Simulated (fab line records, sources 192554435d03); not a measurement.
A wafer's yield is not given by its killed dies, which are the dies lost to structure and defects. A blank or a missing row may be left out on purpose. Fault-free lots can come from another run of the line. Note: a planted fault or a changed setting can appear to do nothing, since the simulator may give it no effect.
Chamber matching || flow n5 finfet || N5_HKMG_FIN_HK_ALD_01 on ald hk-03: 4 sister chambers
The step deposits HfO2, target thk 1.6 nm, pulse time 3 s, purge time 3 s. 8 wafers are shown with their chamber, then 12 later ones without.

== EACH WAFER AND ITS CHAMBER ==
{"wafer": "L086.1", "chamber": 1, "precursor pulse height rel": 1.009}
{"wafer": "L086.2", "chamber": 2, "precursor pulse height rel": 0.986}
{"wafer": "L086.3", "chamber": 0, "precursor pulse height rel": 1.032}
{"wafer": "L086.5", "chamber": 1, "precursor pulse height rel": 0.991}
{"wafer": "L086.6", "chamber": 2, "precursor pulse height rel": 1.023}
{"wafer": "L087.1", "chamber": 0, "precursor pulse height rel": 1.019}
{"wafer": "L087.2", "chamber": 3, "precursor pulse height rel": 1.049}
{"wafer": "L087.5", "chamber": 3, "precursor pulse height rel": 0.991}

== WAFERS WHOSE CHAMBER IS MISSING ==
{"wafer": "L091.2", "precursor pulse height rel": 0.989}
{"wafer": "L091.5", "precursor pulse height rel": 1.004}
{"wafer": "L091.6", "precursor pulse height rel": 1.016}
{"wafer": "L095.2", "precursor pulse height rel": 1.015}
{"wafer": "L095.5", "precursor pulse height rel": 0.998}
{"wafer": "L095.6", "precursor pulse height rel": 1.019}
{"wafer": "L096.2", "precursor pulse height rel": 1.017}
{"wafer": "L096.5", "precursor pulse height rel": 1.017}
{"wafer": "L096.6", "precursor pulse height rel": 1.042}
{"wafer": "L097.1", "precursor pulse height rel": 1.015}
{"wafer": "L097.5", "precursor pulse height rel": 0.984}
{"wafer": "L097.6", "precursor pulse height rel": 0.997}

== WHICH CHAMBER EACH ONE RAN IN ==
{"wafer": "L091.2", "from the rows above": "can't be placed: 1 or 2 or 3 or 0", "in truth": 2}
{"wafer": "L091.5", "from the rows above": "can't be placed: 2 or 1 or 3 or 0", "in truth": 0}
{"wafer": "L091.6", "from the rows above": "can't be placed: 3 or 0 or 2 or 1", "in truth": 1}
{"wafer": "L095.2", "from the rows above": "can't be placed: 3 or 2 or 0 or 1", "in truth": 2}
{"wafer": "L095.5", "from the rows above": "can't be placed: 1 or 2 or 3 or 0", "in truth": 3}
{"wafer": "L095.6", "from the rows above": "can't be placed: 3 or 0 or 2 or 1", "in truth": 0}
{"wafer": "L096.2", "from the rows above": "can't be placed: 3 or 0 or 2 or 1", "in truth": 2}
{"wafer": "L096.5", "from the rows above": "can't be placed: 3 or 0 or 2 or 1", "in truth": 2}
{"wafer": "L096.6", "from the rows above": "can't be placed: 0 or 3 or 2 or 1", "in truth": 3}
{"wafer": "L097.1", "from the rows above": "can't be placed: 3 or 2 or 0 or 1", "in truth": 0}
{"wafer": "L097.5", "from the rows above": "can't be placed: 1 or 2 or 3 or 0", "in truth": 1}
{"wafer": "L097.6", "from the rows above": "can't be placed: 1 or 2 or 3 or 0", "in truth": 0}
Correctly placed: 0 of 12. These rows do not allow placing 12 (true chamber among the candidates in 12). 0 placed wrongly.
How it was worked out, from the rows above alone: a wafer's distance from a chamber is the root of the sum, over the readings, of the square of ((its reading less the chamber's mean) divided by the reading's scatter). The wafer belongs to the nearest chamber; if the next one is less than 2 further off, it can't be placed. A chamber's mean is the mean of its shown wafers. How the scatter is found: for the shown wafers, subtract from each reading the mean of its chamber, square and add these, divide the total by (wafers less chambers), then take the root.
